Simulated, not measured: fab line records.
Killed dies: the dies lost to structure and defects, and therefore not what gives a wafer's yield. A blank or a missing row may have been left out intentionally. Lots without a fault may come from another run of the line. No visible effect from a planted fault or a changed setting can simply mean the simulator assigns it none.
Matching of chambers + flow n5-finfet + ald-sin-02 running N5_ILD0_ALD_15: 4 sister chambers
The step deposits SiNx, target thk 24 nm, pulse time 1 s, ald cycles 480. 4 wafers are shown with their chamber, then 7 later ones without.

== EACH WAFER AND ITS CHAMBER ==
| wafer  | chamber | heater-power-w (W) |
|--------|---------|--------------------|
| L080.5 | 3       | 716                |
| L084.5 | 0       | 882                |
| L088.1 | 2       | 853                |
| L088.5 | 1       | 874                |

== WAFERS WITHOUT THEIR CHAMBER ==
| wafer  | heater-power-w (W) |
|--------|--------------------|
| L088.6 | 845                |
| L089.1 | 844                |
| L089.2 | 896                |
| L089.5 | 852                |
| L096.1 | 876                |
| L096.5 | 856                |
| L096.6 | 876                |

== WHICH CHAMBER EACH ONE RAN IN ==
| wafer  | from the rows above     | in truth |
|--------|-------------------------|----------|
| L088.6 | 2                       | 2        |
| L089.1 | 2                       | 2        |
| L089.2 | can't be placed: 0 or 1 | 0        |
| L089.5 | 2                       | 2        |
| L096.1 | can't be placed: 1 or 0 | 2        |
| L096.5 | 2                       | 2        |
| L096.6 | can't be placed: 1 or 0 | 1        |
4 of 7 placed correctly. These rows do not allow placing 3 (true chamber among the candidates in 2). Wrongly placed: 0.
How it was worked out, from the rows above alone: a wafer's distance from a chamber is the root of the sum, over the readings, of the square of ((its reading less the chamber's mean) divided by the reading's scatter). The wafer belongs to the nearest chamber; if the next one is less than 2 further off, it can't be placed. For every chamber, the mean is computed from those of its wafers that are shown. The scatter: root of mean squared gap, hidden wafer to nearest shown wafer, with one shown wafer a chamber.
